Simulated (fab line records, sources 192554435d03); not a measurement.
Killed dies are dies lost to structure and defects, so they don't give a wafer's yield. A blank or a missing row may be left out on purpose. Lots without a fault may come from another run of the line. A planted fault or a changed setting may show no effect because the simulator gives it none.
A struck lot beside a sound one | flow n5_finfet | 38 steps out of a route of 1938
Sound: wafers L882.1, L882.3, L882.5. Struck: wafers L863.3, L863.4. (L863.1 of the same lot was not struck and is left out.) The cause comes at the end.
At each step with rows: each side's tool, then ch and its chambers, then its first start. Under that, the readings that differ: sound wafers | struck wafers | difference of the means | sigmas: that difference in standard deviations of wafers without a fault.
alike: readings whose means differ by less than 2 such deviations, and words and numbers that are the same on both sides. not compared: withheld readings, readings that some wafer has no value for, bounds like >300 that may hide the same value, and numbers for which the record gives no deviation and whose values overlap.
The two part at a step that has a row with sigmas, a row that says differs or no value, or rows on one side only. Numbers that don't overlap but have no deviation are shown without sigmas and don't part them. A reading that every wafer of one side lacks parts them only if that side has two wafers or more.

first, 11 steps without rows for these wafers: N5_BEOL_M12_ETCH_59 (etches BARC in N2/H2, target depth 89 nm, overetch 26.7 nm, time 67.9 s); N5_BEOL_M12_VIA_ETCH_16 (etches SiOC in C4F8/O2/Ar, target depth 724.8 nm); N5_BEOL_M12_STRIP_63 (strips in N2/H2); N5_BEOL_M12_STRIP_64 (strips in N2/H2); N5_BEOL_M12_STRIP_71 (strips in post etch residue remover, time 60 s); N5_BEOL_M12_SRD_72 (time 30 s, dry time 30 s); N5_BEOL_M12_COAT_65 (time 60 s, resist thk 300 nm); N5_BEOL_M12_COAT_66 (time 60 s, resist thk 110 nm); N5_BEOL_M12_COAT_22 (resist thk 300 nm); N5_BEOL_M12_EBR_24; N5_BEOL_M12_SOFTBAKE_23 (time 60 s).
N5_BEOL_M12_EXPOSE_25: exposes mask M12.
  sound on krf_scanner-02 ch 0, day 16 20:02; struck on krf_scanner-01 ch 0, day 11 06:17
  alike: mask
then, 3 steps without rows for these wafers: N5_BEOL_M12_PEB_26 (peb time 90 s); N5_BEOL_M12_DEVELOP_27 (develop time 45 s); N5_BEOL_M12_HARDBAKE_32 (time 120 s).
N5_BEOL_M12_CD_MEAS_28: target cd 160.2 nm.
  sound on cd_sem-01 ch 0, day 16 20:12; struck on cd_sem-02 ch 0, day 11 06:27
  reading    | sound             | struck      | difference | sigmas
  cd_nm (nm) | 157.3 159.2 159.2 | 168.3 169.4 | +10.3      | +9
then, 20 steps without rows for these wafers: N5_BEOL_M12_DESCUM_33 (chemistry O2, time 7.9 s); N5_BEOL_M12_ETCH_67 (etches SiARC in CF4, target depth 143 nm, time 238.3 s); N5_BEOL_M12_ETCH_68 (etches SOC in N2/H2, time 285 s); N5_BEOL_M12_STRIP_69 (strips in N2/H2); N5_BEOL_M12_TRENCH_ETCH_34 (etches SiOC in C4F8/O2/Ar, target depth 318.95 nm, time 125.5 s); N5_BEOL_M12_STRIP_70 (strips in C4F8/O2/Ar); N5_BEOL_M12_STRIP_37 (strips in N2/H2); N5_BEOL_M12_ETCH_38 (etches SiCN in CF4/N2, target depth 68.7 nm, time 73.4 s); N5_BEOL_M12_PRECLEAN_39 (cleans in residue remover, time 60 s); N5_BEOL_M12_SRD_40 (time 30 s, dry time 30 s); N5_BEOL_M12_DEGAS_41 (time 60 s); N5_BEOL_M12_PRE_CLEAN_42 (time 30 s); N5_BEOL_M12_SPUTTER_43 (material TaN, target thk 15 nm, time 24.19 s); N5_BEOL_M12_SPUTTER_44 (material Ta, target thk 10 nm, time 16.13 s); N5_BEOL_M12_SPUTTER_45 (material Cu, target thk 80 nm, time 13.33 s); N5_BEOL_M12_ECD_47 (material Cu, target thk 720 nm); N5_BEOL_M12_ANNEAL_48 (time 90 s); N5_BEOL_M12_CMP_49 (polishes, stops on SiOC, t overpolish 20.6 s, target thk 320 nm); N5_BEOL_M12_PRE_CLEAN_52 (time 15 s); N5_BEOL_M12_DEP_53 (deposits SiCN from 3MS/NH3, target thk 30 nm, time 10.5 s).
N5_BEOL_M15_RC_MEAS_101:
  sound on prober-01 ch 0, day 17 21:07; struck on prober-02 ch 0, day 12 07:59
  reading                    | sound             | struck      | difference | sigmas
  SERP_M12 (ohm/um)          | 0.647 0.657 0.640 | 0.569 0.571 | -0.078     | -6
  SERP_M12_max_site (ohm/um) | 0.661 0.673 0.652 | 0.578 0.584 | -0.081     | -6
  alike: COMB_M10, COMB_M11, COMB_M12, COMB_M13, COMB_M14, COMB_M15, COMB_M15_max_site, COMB_M5, COMB_M6, COMB_M7, COMB_M8, COMB_M9, SERP_M10, SERP_M11, SERP_M13, SERP_M14, SERP_M5, SERP_M6, SERP_M6_max_site, SERP_M7, SERP_M8, SERP_M9
N5_PASSIVATION_PROBE_49:
  sound on prober-01, day 18 10:52; struck on prober-02, day 13 00:46
  alike: defect_limited_yield, killed_at_M0_to_M3, killed_at_M4_up, killed_at_contacts, killed_at_front_end, killed_at_other, killed_dies, killed_open, killed_short, sort_bin_5_function, sort_bin_6_memory, sort_n_pass, sort_yield_pct

WHERE THEY PART
First at N5_BEOL_M12_CD_MEAS_28; last, within this record, at N5_BEOL_M15_RC_MEAS_101. Later steps at which nothing parts them and some readings are alike: N5_PASSIVATION_PROBE_49.

WHY: what the simulator had put in
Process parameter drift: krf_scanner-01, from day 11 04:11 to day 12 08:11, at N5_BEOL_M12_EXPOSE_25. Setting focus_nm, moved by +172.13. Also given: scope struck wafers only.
